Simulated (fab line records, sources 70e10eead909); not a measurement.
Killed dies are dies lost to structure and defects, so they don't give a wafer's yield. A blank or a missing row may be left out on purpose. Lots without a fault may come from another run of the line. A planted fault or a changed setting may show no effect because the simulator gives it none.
Which tool did it? | flow nand_harc | 13 lots, 36 wafers sampled, at 6 steps of a route of 1159

WHAT THE GAUGES READ, wafer by wafer
NHARC_A_ONON_D1_THK_MEAS_14: measures by ellipsometry.
lot  | measured     | on            | thk_nm (nm)
L722 | day 7 14:25  | film_metro-01 | 989 989 989
L723 | day 7 21:42  | film_metro-01 | 997 995 997
L732 | day 9 23:56  | film_metro-01 | 620 1000
L733 | day 10 04:41 | film_metro-01 | 634 1012
L734 | day 10 23:58 | film_metro-01 | 620 1001
L735 | day 10 23:57 | film_metro-01 | 1027 1028 1028
L736 | day 11 08:37 | film_metro-01 | 1013 1013 1013
L738 | day 11 14:43 | film_metro-01 | 1019 1019 1020
L739 | day 11 19:19 | film_metro-01 | 977 977 976
L741 | day 12 18:07 | film_metro-01 | 1019 1019 1019
L744 | day 12 22:57 | film_metro-01 | 1004 1004 1003
L743 | day 12 22:56 | film_metro-01 | 986 985 986
L745 | day 13 11:48 | film_metro-01 | 991 992 991

NHARC_END_SORT_01.
lot  | measured     | on        | killed_at_array | killed_at_other | killed_at_periphery | killed_dies | killed_open | killed_short
L732 | day 21 16:42 | prober-01 | 673 39          | 0 0             | 4 5                 | 677 44      | 3 1         | 0 0
L733 | day 22 22:02 | prober-01 | 671 17          | 0 0             | 6 3                 | 677 20      | 3 0         | 1 0

WHICH TOOL RAN EACH LOT (tool, then ch and the chambers of the sampled wafers, then the start)
lot  | NHARC_P_BONDPAD_ETCH_37            | NHARC_P_BONDPAD_STRIP_15           | NHARC_P_BONDPAD_PVD_17                  | NHARC_A_ONON_D1_DEP_12
L722 | rie_diel-10 ch 0,1,3, day 6 09:34  | rie_diel-04 ch 0,1,2, day 6 10:05  | pvd_sputter-03, day 7 13:53 or earlier  | pecvd_onon-02 ch 0, day 7 13:53
L723 | rie_diel-10 ch 0,1, day 6 13:59    | rie_diel-13 ch 0,3, day 6 14:19    | pvd_sputter-02, day 7 21:14 or earlier  | pecvd_onon-02 ch 0, day 7 21:14
L732 | rie_diel-10 ch 0,2, day 8 18:57    | rie_diel-04 ch 2,3, day 8 19:17    | pvd_sputter-03, day 9 23:26 or earlier  | pecvd_onon-02 ch 0, day 9 23:26
L733 | rie_diel-10 ch 1,2, day 9 00:05    | rie_diel-10 ch 3, day 9 00:23      | pvd_sputter-01, day 10 04:09 or earlier | pecvd_onon-02 ch 0, day 10 04:09
L734 | rie_diel-13 ch 0,1, day 9 15:47    | rie_diel-10 ch 3, day 9 16:08      | pvd_sputter-03, day 10 23:27 or earlier | pecvd_onon-02 ch 0, day 10 23:27
L735 | rie_diel-10 ch 0,2, day 9 16:43    | rie_diel-10 ch 0,1,3, day 9 17:03  | pvd_sputter-03, day 10 23:29 or earlier | pecvd_onon-03 ch 0, day 10 23:29
L736 | rie_diel-10 ch 2,3, day 10 04:06   | rie_diel-10 ch 1,2,3, day 10 04:26 | pvd_sputter-03, day 11 08:07 or earlier | pecvd_onon-03 ch 0, day 11 08:07
L738 | rie_diel-04 ch 0,2,3, day 10 08:42 | rie_diel-10 ch 2,3, day 10 09:11   | pvd_sputter-01, day 11 14:12 or earlier | pecvd_onon-01 ch 0, day 11 14:12
L739 | rie_diel-04 ch 0,3, day 10 14:49   | rie_diel-13 ch 0,2,3, day 10 15:08 | pvd_sputter-01, day 11 18:49 or earlier | pecvd_onon-03 ch 0, day 11 18:49
L741 | rie_diel-04 ch 0,2,3, day 11 14:32 | rie_diel-04 ch 0,1,2, day 11 14:52 | pvd_sputter-02, day 12 17:40 or earlier | pecvd_onon-01 ch 0, day 12 17:40
L744 | rie_diel-04 ch 0,1,3, day 11 17:19 | rie_diel-04 ch 1,2, day 11 17:37   | pvd_sputter-02, day 12 22:26 or earlier | pecvd_onon-03 ch 0, day 12 22:26
L743 | rie_diel-10 ch 0,1, day 11 17:37   | rie_diel-10 ch 0,1,3, day 11 17:55 | pvd_sputter-03, day 12 22:26 or earlier | pecvd_onon-01 ch 0, day 12 22:26
L745 | rie_diel-10 ch 1,2,3, day 12 06:50 | rie_diel-13 ch 0,3, day 12 07:08   | pvd_sputter-01, day 13 11:20 or earlier | pecvd_onon-01 ch 0, day 13 11:20
- NHARC_P_BONDPAD_ETCH_37: etches the open film in N2/H2, target depth 60 nm, overetch 18 nm, time 65.91 s.
- NHARC_P_BONDPAD_STRIP_15: strips in O2.
- NHARC_P_BONDPAD_PVD_17: deposits TaN, target thk 5 nm, time 8.06 s.
- NHARC_A_ONON_D1_DEP_12: target thk 1000 nm.

WHAT THE TOOLS THEMSELVES READ (means of the sampled wafers that have a number; where no wafer has one, the mark that the record gives instead)
NHARC_P_BONDPAD_ETCH_37.
lot  | tool        | drypump_motor_current_A (A) | oes_product_au (a.u.) | rf_vpp_V (V) | showerhead_plenum_p_Torr (Torr) | throttle_valve_pct (%)
L722 | rie_diel-10 | 5.6                         | 1.006                 | 430.7        | 2.02                            | 14.168
L723 | rie_diel-10 | 5.6                         | 1.008                 | 428.7        | 2.01                            | 14.171
L732 | rie_diel-10 | 5.3                         | 1.006                 | 427.5        | 1.96                            | 14.177
L733 | rie_diel-10 | 5.3                         | 0.982                 | 430.1        | 2.03                            | 14.174
L734 | rie_diel-13 | 5.8                         | 0.987                 | 429.5        | 2.00                            | 14.165
L735 | rie_diel-10 | 5.2                         | 1.011                 | 428.4        | 1.97                            | 14.171
L736 | rie_diel-10 | 5.1                         | 1.002                 | 429.4        | 2.02                            | 14.179
L738 | rie_diel-04 | 6.0                         | 1.001                 | 430.3        | 2.03                            | 14.182
L739 | rie_diel-04 | 6.3                         | 1.008                 | 429.8        | 2.03                            | 14.177
L741 | rie_diel-04 | 6.0                         | 1.005                 | 430.1        | 2.03                            | 14.173
L744 | rie_diel-04 | 5.7                         | 1.004                 | 429.5        | 2.01                            | 14.175
L743 | rie_diel-10 | 5.7                         | 0.999                 | 429.5        | 2.01                            | 14.174
L745 | rie_diel-10 | 5.4                         | 0.998                 | 430.6        | 2.04                            | 14.164

NHARC_P_BONDPAD_STRIP_15.
lot  | tool        | drypump_motor_current_A (A) | oes_product_au (a.u.) | rf_vpp_V (V) | showerhead_plenum_p_Torr (Torr) | throttle_valve_pct (%)
L722 | rie_diel-04 | 5.7                         | 1.000                 | 58.1         | 3.60                            | 17.028
L723 | rie_diel-13 | 6.0                         | 0.988                 | 57.2         | 3.39                            | 17.038
L732 | rie_diel-04 | 5.6                         | 1.013                 | 57.8         | 3.48                            | 17.041
L733 | rie_diel-10 | 5.4                         | 1.016                 | 57.2         | 3.58                            | 17.035
L734 | rie_diel-10 | 5.4                         | 1.011                 | 57.5         | 3.58                            | 17.041
L735 | rie_diel-10 | 5.6                         | 1.002                 | 58.8         | 3.49                            | 17.036
L736 | rie_diel-10 | 5.3                         | 0.989                 | 58.0         | 3.53                            | 17.037
L738 | rie_diel-10 | 5.1                         | 0.997                 | 57.0         | 3.50                            | 17.036
L739 | rie_diel-13 | 5.7                         | 0.987                 | 58.0         | 3.53                            | 17.037
L741 | rie_diel-04 | 5.7                         | 0.998                 | 58.2         | 3.57                            | 17.038
L744 | rie_diel-04 | 5.3                         | 1.005                 | 57.3         | 3.57                            | 17.041
L743 | rie_diel-10 | 5.6                         | 0.996                 | 58.0         | 3.49                            | 17.028
L745 | rie_diel-13 | 6.0                         | 0.980                 | 57.6         | 3.45                            | 17.037

NHARC_P_BONDPAD_PVD_17.
lot  | tool           | throttle_valve_pct (%)
L722 | pvd_sputter-03 | 30.2
L723 | pvd_sputter-02 | 30.3
L732 | pvd_sputter-03 | 30.9
L733 | pvd_sputter-01 | 29.8
L734 | pvd_sputter-03 | 29.9
L735 | pvd_sputter-03 | 30.2
L736 | pvd_sputter-03 | 30.0
L738 | pvd_sputter-01 | 30.1
L739 | pvd_sputter-01 | 31.0
L741 | pvd_sputter-02 | 30.5
L744 | pvd_sputter-02 | 30.1
L743 | pvd_sputter-03 | 30.7
L745 | pvd_sputter-01 | 29.4

NHARC_A_ONON_D1_DEP_12.
lot  | tool          | nh3_flow_sccm (sccm)
L722 | pecvd_onon-02 | 498.8
L723 | pecvd_onon-02 | 499.2
L732 | pecvd_onon-02 | 500.0
L733 | pecvd_onon-02 | 500.1
L734 | pecvd_onon-02 | 501.6
L735 | pecvd_onon-03 | 499.5
L736 | pecvd_onon-03 | 500.5
L738 | pecvd_onon-01 | 499.0
L739 | pecvd_onon-03 | 499.6
L741 | pecvd_onon-01 | 498.8
L744 | pecvd_onon-03 | 499.2
L743 | pecvd_onon-01 | 501.8
L745 | pecvd_onon-01 | 500.5

THE ANSWER, worked out from the rows above alone
Rule: what is usual is taken from the lots themselves. Put in order of their means at a reading, lots are off if they are a third of the lots or fewer, leave a main group of 4 or more, and stand apart from it by a gap of 3 or more times the standard deviation of the main group's means; of several such gaps the widest counts. A main group whose means are all the same, to the digits that the tables above print for the reading, isn't used. A lot without any number at a reading at which 4 lots or more have one is off too. The other lots that the step has rows for count as sound. The gauges are gone through in route order, then the tools' own readings, and for those a lot's mean is taken as printed above. The first step at which some lot is off is used, and at that step the reading that is off furthest; a lot without a number counts as furthest.
Off: L732, L733, L734, at NHARC_A_ONON_D1_THK_MEAS_14 (thk_nm). The main group: mean 1002 nm, standard deviation 16.
A tool fits if, at a process step before that reading, it ran every lot that is off, and no sound lot after the first of them. The gauges at NHARC_A_ONON_D1_THK_MEAS_14 are tried like those tools. NHARC_P_BONDPAD_PVD_17 gives no start for some lots, so the hours and the order of its lots are those of NHARC_A_ONON_D1_DEP_12. One fits: pecvd_onon-02 at NHARC_A_ONON_D1_DEP_12. Its last sound lot is L723 (day 7 21:14), its first lot that is off L732 (day 9 23:26): a fault that began between those two fits.

WHAT THE SIMULATOR HAD PUT IN
Process parameter drift: pecvd_onon-02, from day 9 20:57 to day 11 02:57, at NHARC_A_ONON_D1_DEP_12. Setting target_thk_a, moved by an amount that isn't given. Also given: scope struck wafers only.
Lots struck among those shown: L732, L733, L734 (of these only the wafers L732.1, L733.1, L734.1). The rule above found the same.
